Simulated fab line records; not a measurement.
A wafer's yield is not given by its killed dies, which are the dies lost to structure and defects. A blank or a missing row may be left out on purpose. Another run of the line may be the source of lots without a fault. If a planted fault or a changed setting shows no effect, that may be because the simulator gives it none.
Which tool was responsible? ; flow n5_finfet ; 24 lots with 72 wafers sampled at 6 steps, on a route of 1938 steps

## WHAT THE GAUGES SHOWED, per wafer
Not one reading of a measure or inspect step in the record can be checked against a usual standard deviation.

## WHICH TOOL RAN EACH LOT (tool, then ch and the chambers of the sampled wafers, then the start)
lot;N5_BEOL_M4_TRENCH_ETCH_37;N5_BEOL_M4_SPUTTER_48;N5_BEOL_M4_SPUTTER_81;N5_BEOL_M4_SPUTTER_90;N5_BEOL_M4_ANNEAL_51;N5_BEOL_M4_DEP_57
L074;rie_diel-05 ch 2,3, day 7 23:02 or earlier;pvd_sputter-02, day 7 23:02;pvd_sputter-02, day 7 23:28;pvd_sputter-02, day 8 00:08;rtp_anneal-02 ch 0, day 8 01:02;pecvd-02 ch 1,2, day 8 01:47
L075;rie_diel-01 ch 1,2,3, day 7 23:23 or earlier;pvd_sputter-01, day 7 23:23;pvd_sputter-01, day 7 23:50;pvd_sputter-01, day 8 00:29;rtp_anneal-02 ch 0, day 8 01:21;pecvd-02 ch 0,1, day 8 02:08
L077;rie_diel-01 ch 1,2, day 8 16:56 or earlier;pvd_sputter-01, day 8 16:56;pvd_sputter-01, day 8 17:23;pvd_sputter-01, day 8 18:02;rtp_anneal-01 ch 0, day 8 18:56;pecvd-04 ch 0,1,2, day 8 19:41
L078;rie_diel-03 ch 0,1, day 8 19:39 or earlier;pvd_sputter-03, day 8 19:39;pvd_sputter-03, day 8 20:05;pvd_sputter-03, day 8 20:45;rtp_anneal-01 ch 0, day 8 21:39;pecvd-04 ch 1,2, day 8 22:23
L076;rie_diel-05 ch 1,2,3, day 8 19:58 or earlier;pvd_sputter-01, day 8 19:58;pvd_sputter-01, day 8 20:25;pvd_sputter-01, day 8 21:04;rtp_anneal-01 ch 0, day 8 21:56;pecvd-01 ch 0,1,2, day 8 22:44
L079;rie_diel-01 ch 0,2,3, day 8 21:55 or earlier;pvd_sputter-01, day 8 21:55;pvd_sputter-01, day 8 22:21;pvd_sputter-01, day 8 23:01;rtp_anneal-02 ch 0, day 8 23:59;pecvd-01 ch 0,1, day 9 00:52
L081;rie_diel-05 ch 0,1,2, day 9 03:23 or earlier;pvd_sputter-01, day 9 03:23;pvd_sputter-01, day 9 03:50;pvd_sputter-01, day 9 04:29;rtp_anneal-02 ch 0, day 9 05:23;pecvd-02 ch 0,1, day 9 06:09
L080;rie_diel-05 ch 1,2, day 9 05:39 or earlier;pvd_sputter-01, day 9 05:39;pvd_sputter-01, day 9 06:05;pvd_sputter-01, day 9 06:45;rtp_anneal-01 ch 0, day 9 07:39;pecvd-02 ch 1,2, day 9 08:23
L082;rie_diel-05 ch 0,1,3, day 9 17:44 or earlier;pvd_sputter-02, day 9 17:44;pvd_sputter-02, day 9 18:11;pvd_sputter-02, day 9 18:50;rtp_anneal-02 ch 0, day 9 19:42;pecvd-01 ch 0,1, day 9 20:32
L083;rie_diel-05 ch 0,1,2, day 9 21:56 or earlier;pvd_sputter-01, day 9 21:56;pvd_sputter-01, day 9 22:22;pvd_sputter-01, day 9 23:02;rtp_anneal-02 ch 0, day 9 23:53;pecvd-02 ch 1,2, day 10 00:40
L084;rie_diel-05 ch 1,2,3, day 10 07:21 or earlier;pvd_sputter-03, day 10 07:21;pvd_sputter-03, day 10 07:47;pvd_sputter-03, day 10 08:27;rtp_anneal-01 ch 0, day 10 09:19;pecvd-02 ch 0,1,2, day 10 10:05
L085;rie_diel-03 ch 0,1, day 10 15:58 or earlier;pvd_sputter-01, day 10 15:58;pvd_sputter-01, day 10 16:24;pvd_sputter-01, day 10 17:04;rtp_anneal-01 ch 0, day 10 18:03;pecvd-04 ch 0,1,2, day 10 18:43
L087;rie_diel-01 ch 0,1, day 10 23:38 or earlier;pvd_sputter-01, day 10 23:38;pvd_sputter-01, day 11 00:04;pvd_sputter-01, day 11 00:44;rtp_anneal-02 ch 0, day 11 01:38;pecvd-04 ch 0,1,2, day 11 02:24
L088;rie_diel-05 ch 1,2, day 11 03:05 or earlier;pvd_sputter-02, day 11 03:05;pvd_sputter-02, day 11 03:31;pvd_sputter-02, day 11 04:11;rtp_anneal-01 ch 0, day 11 05:02;pecvd-04 ch 0,2, day 11 05:58
L086;rie_diel-01 ch 0,1,3, day 11 04:50 or earlier;pvd_sputter-01, day 11 04:50;pvd_sputter-01, day 11 05:16;pvd_sputter-01, day 11 05:56;rtp_anneal-01 ch 0, day 11 06:47;pecvd-04 ch 0,1, day 11 07:34
L089;rie_diel-03 ch 0,1,3, day 11 13:08 or earlier;pvd_sputter-01, day 11 13:08;pvd_sputter-01, day 11 13:35;pvd_sputter-01, day 11 14:14;rtp_anneal-01 ch 0, day 11 15:06;pecvd-01 ch 0,2, day 11 15:53
L090;rie_diel-01 ch 0,1, day 11 18:01 or earlier;pvd_sputter-01, day 11 18:01;pvd_sputter-01, day 11 18:28;pvd_sputter-01, day 11 19:07;rtp_anneal-02 ch 0, day 11 20:04;pecvd-02 ch 0,1, day 11 20:46
L091;rie_diel-01 ch 0,1,3, day 11 22:47 or earlier;pvd_sputter-01, day 11 22:47;pvd_sputter-01, day 11 23:13;pvd_sputter-01, day 11 23:53;rtp_anneal-01 ch 0, day 12 00:44;pecvd-01 ch 0,2, day 12 01:31
L093;rie_diel-05 ch 0,2,3, day 12 09:22 or earlier;pvd_sputter-03, day 12 09:22;pvd_sputter-03, day 12 09:48;pvd_sputter-03, day 12 10:28;rtp_anneal-02 ch 0, day 12 11:19;pecvd-04 ch 0,2, day 12 12:06
L092;rie_diel-03 ch 1,2,3, day 12 13:53 or earlier;pvd_sputter-01, day 12 13:53;pvd_sputter-01, day 12 14:20;pvd_sputter-01, day 12 14:59;rtp_anneal-02 ch 0, day 12 15:50;pecvd-01 ch 0,1, day 12 16:38
L094;rie_diel-03 ch 0,1,2, day 13 02:07 or earlier;pvd_sputter-03, day 13 02:07;pvd_sputter-03, day 13 02:34;pvd_sputter-03, day 13 03:13;rtp_anneal-02 ch 0, day 13 04:04;pecvd-01 ch 0,1,2, day 13 04:52
L096;rie_diel-05 ch 0,1, day 13 03:58 or earlier;pvd_sputter-03, day 13 03:58;pvd_sputter-03, day 13 04:24;pvd_sputter-03, day 13 05:04;rtp_anneal-02 ch 0, day 13 05:55;pecvd-02 ch 0,1,2, day 13 06:42
L095;rie_diel-05 ch 1,2,3, day 13 04:05 or earlier;pvd_sputter-01, day 13 04:05;pvd_sputter-01, day 13 04:32;pvd_sputter-01, day 13 05:11;rtp_anneal-01 ch 0, day 13 06:07;pecvd-02 ch 0,2, day 13 07:14
L097;rie_diel-03 ch 1,2,3, day 13 06:58 or earlier;pvd_sputter-02, day 13 06:58;pvd_sputter-02, day 13 07:24;pvd_sputter-02, day 13 08:04;rtp_anneal-01 ch 0, day 13 08:58;pecvd-04 ch 0,2, day 13 09:42
- N5_BEOL_M4_TRENCH_ETCH_37: etches SiOC in C4F6/O2, target depth 55.555 nm, time 29.2 s.
- N5_BEOL_M4_SPUTTER_48: material Cu, target thk 4.5 nm, time 8.29 s.
- N5_BEOL_M4_SPUTTER_81: material Cu, target thk 4.5 nm, time 8.29 s.
- N5_BEOL_M4_SPUTTER_90: material Cu, target thk 4.5 nm, time 8.29 s.
- N5_BEOL_M4_ANNEAL_51: time 90 s.
- N5_BEOL_M4_DEP_57: deposits SiCN from 3MS/NH3, target thk 8 nm, time 14 s.

## WHAT THE TOOLS THEMSELVES READ (means of the sampled wafers that have a number; where no wafer has one, the mark that the record gives instead)
N5_BEOL_M4_TRENCH_ETCH_37.
lot;tool;drypump_motor_current_A (A);oes_product_au (a.u.);rf_vpp_V (V);showerhead_plenum_p_Torr (Torr);throttle_valve_pct (%)
L074;rie_diel-05;6.0;0.70;662;2.90;21.0
L075;rie_diel-01;5.5;0.83;670;2.82;20.8
L077;rie_diel-01;5.7;0.77;666;2.82;20.9
L078;rie_diel-03;6.3;0.83;676;2.74;20.6
L076;rie_diel-05;5.8;0.71;661;2.87;21.2
L079;rie_diel-01;5.4;0.79;673;2.78;20.9
L081;rie_diel-05;5.7;0.74;670;2.91;20.9
L080;rie_diel-05;5.7;0.71;665;2.87;21.3
L082;rie_diel-05;5.5;0.75;664;2.89;21.0
L083;rie_diel-05;5.7;0.74;669;2.91;20.9
L084;rie_diel-05;5.8;0.70;661;2.86;21.2
L085;rie_diel-03;6.3;0.93;679;2.85;20.5
L087;rie_diel-01;5.2;0.84;668;2.81;20.5
L088;rie_diel-05;5.7;0.70;665;2.86;21.3
L086;rie_diel-01;5.3;0.83;672;2.81;20.6
L089;rie_diel-03;6.0;0.88;677;2.91;20.6
L090;rie_diel-01;5.3;0.82;668;2.80;20.5
L091;rie_diel-01;5.3;0.82;671;2.80;20.7
L093;rie_diel-05;5.8;0.81;665;2.90;20.7
L092;rie_diel-03;6.1;0.83;682;2.83;20.8
L094;rie_diel-03;6.0;0.87;680;2.84;20.6
L096;rie_diel-05;5.5;0.72;668;2.86;21.1
L095;rie_diel-05;5.8;0.78;660;2.85;21.1
L097;rie_diel-03;6.1;0.82;682;2.82;20.8

N5_BEOL_M4_SPUTTER_48.
lot;tool;susceptor_temp_C (C);throttle_valve_pct (%)
L074;pvd_sputter-02;-20.00;31.3
L075;pvd_sputter-01;-19.90;29.7
L077;pvd_sputter-01;-20.01;30.3
L078;pvd_sputter-03;-19.95;31.1
L076;pvd_sputter-01;-20.00;28.9
L079;pvd_sputter-01;-19.97;30.2
L081;pvd_sputter-01;-20.07;29.0
L080;pvd_sputter-01;-20.05;28.8
L082;pvd_sputter-02;-20.04;29.8
L083;pvd_sputter-01;-19.93;28.8
L084;pvd_sputter-03;-20.03;30.1
L085;pvd_sputter-01;-20.06;29.6
L087;pvd_sputter-01;-19.97;28.8
L088;pvd_sputter-02;-20.02;29.8
L086;pvd_sputter-01;-19.96;28.9
L089;pvd_sputter-01;-20.05;29.0
L090;pvd_sputter-01;-20.03;29.0
L091;pvd_sputter-01;-19.98;30.5
L093;pvd_sputter-03;-20.02;31.1
L092;pvd_sputter-01;-20.05;29.1
L094;pvd_sputter-03;-20.03;30.8
L096;pvd_sputter-03;-20.04;30.4
L095;pvd_sputter-01;-20.14;30.2
L097;pvd_sputter-02;-19.99;30.7

N5_BEOL_M4_SPUTTER_81.
lot;tool;susceptor_temp_C (C);throttle_valve_pct (%)
L074;pvd_sputter-02;-20.04;31.3
L075;pvd_sputter-01;-20.02;29.6
L077;pvd_sputter-01;-20.00;30.1
L078;pvd_sputter-03;-19.96;31.4
L076;pvd_sputter-01;-19.93;28.8
L079;pvd_sputter-01;-20.04;30.4
L081;pvd_sputter-01;-20.00;28.9
L080;pvd_sputter-01;-20.06;29.0
L082;pvd_sputter-02;-19.96;29.7
L083;pvd_sputter-01;-20.01;28.9
L084;pvd_sputter-03;-19.93;30.1
L085;pvd_sputter-01;-20.00;29.8
L087;pvd_sputter-01;-19.92;28.9
L088;pvd_sputter-02;-19.96;29.9
L086;pvd_sputter-01;-20.02;28.8
L089;pvd_sputter-01;-20.07;29.0
L090;pvd_sputter-01;-19.95;28.9
L091;pvd_sputter-01;-20.02;30.4
L093;pvd_sputter-03;-20.00;31.3
L092;pvd_sputter-01;-20.10;29.2
L094;pvd_sputter-03;-20.05;31.0
L096;pvd_sputter-03;-20.10;30.6
L095;pvd_sputter-01;-19.93;30.2
L097;pvd_sputter-02;-19.93;30.8

N5_BEOL_M4_SPUTTER_90.
lot;tool;susceptor_temp_C (C);throttle_valve_pct (%)
L074;pvd_sputter-02;-20.12;31.3
L075;pvd_sputter-01;-20.00;29.7
L077;pvd_sputter-01;-19.99;30.1
L078;pvd_sputter-03;-19.97;31.2
L076;pvd_sputter-01;-20.01;28.9
L079;pvd_sputter-01;-19.93;30.4
L081;pvd_sputter-01;-20.03;28.9
L080;pvd_sputter-01;-20.08;28.7
L082;pvd_sputter-02;-20.04;29.6
L083;pvd_sputter-01;-20.00;28.9
L084;pvd_sputter-03;-19.97;30.1
L085;pvd_sputter-01;-20.04;29.7
L087;pvd_sputter-01;-20.03;28.9
L088;pvd_sputter-02;-19.95;29.7
L086;pvd_sputter-01;-19.91;28.9
L089;pvd_sputter-01;-20.01;28.9
L090;pvd_sputter-01;-19.90;28.9
L091;pvd_sputter-01;-19.99;30.5
L093;pvd_sputter-03;-20.03;31.1
L092;pvd_sputter-01;-20.05;29.3
L094;pvd_sputter-03;-19.84;30.9
L096;pvd_sputter-03;-19.93;30.5
L095;pvd_sputter-01;-19.97;30.3
L097;pvd_sputter-02;-19.94;30.7

N5_BEOL_M4_ANNEAL_51.
lot;tool;wafer_temp_C_max
L074;rtp_anneal-02;225.92
L075;rtp_anneal-02;226.22
L077;rtp_anneal-01;225.61
L078;rtp_anneal-01;225.87
L076;rtp_anneal-01;225.77
L079;rtp_anneal-02;225.89
L081;rtp_anneal-02;225.97
L080;rtp_anneal-01;225.62
L082;rtp_anneal-02;226.00
L083;rtp_anneal-02;226.18
L084;rtp_anneal-01;225.75
L085;rtp_anneal-01;225.55
L087;rtp_anneal-02;225.97
L088;rtp_anneal-01;225.58
L086;rtp_anneal-01;225.50
L089;rtp_anneal-01;225.48
L090;rtp_anneal-02;226.05
L091;rtp_anneal-01;225.52
L093;rtp_anneal-02;225.90
L092;rtp_anneal-02;226.20
L094;rtp_anneal-02;225.86
L096;rtp_anneal-02;225.88
L095;rtp_anneal-01;225.46
L097;rtp_anneal-01;225.50

N5_BEOL_M4_DEP_57.
lot;tool;showerhead_plenum_p_Torr (Torr);throttle_valve_pct (%)
L074;pecvd-02;3.659;9.0
L075;pecvd-02;3.656;9.2
L077;pecvd-04;3.663;9.0
L078;pecvd-04;3.670;8.9
L076;pecvd-01;3.647;9.4
L079;pecvd-01;3.639;9.8
L081;pecvd-02;3.658;9.3
L080;pecvd-02;3.660;8.8
L082;pecvd-01;3.648;9.0
L083;pecvd-02;3.665;8.7
L084;pecvd-02;3.664;9.0
L085;pecvd-04;3.667;9.1
L087;pecvd-04;3.669;8.9
L088;pecvd-04;3.649;8.8
L086;pecvd-04;3.674;9.2
L089;pecvd-01;3.656;8.9
L090;pecvd-02;3.662;9.5
L091;pecvd-01;3.648;8.8
L093;pecvd-04;3.657;9.0
L092;pecvd-01;3.641;9.6
L094;pecvd-01;3.645;9.3
L096;pecvd-02;3.664;9.1
L095;pecvd-02;3.665;9.1
L097;pecvd-04;3.657;8.9

## THE ANSWER, worked out from the rows above alone
Rule: what is usual is taken from the lots themselves. Put in order of their means at a reading, lots are off if they are a third of the lots or fewer, leave a main group of 4 or more, and stand apart from it by a gap of 3 or more times the standard deviation of the main group's means; of several such gaps the widest counts. The tables above print the reading to a certain number of digits; a main group whose means all agree to those digits is not used. A lot without any number at a reading at which 4 lots or more have one is off too. The other lots that the step has rows for count as sound. Order of review: gauges by route order, followed by the tools' own readings, for which a lot's mean as printed above is used. At the first step where some lot is off, the reading lying furthest off is the one used; lots without a number count as furthest.
No lot is off at any reading shown: from this, nothing can be told.

## WHAT THE SIMULATOR HAD INSERTED
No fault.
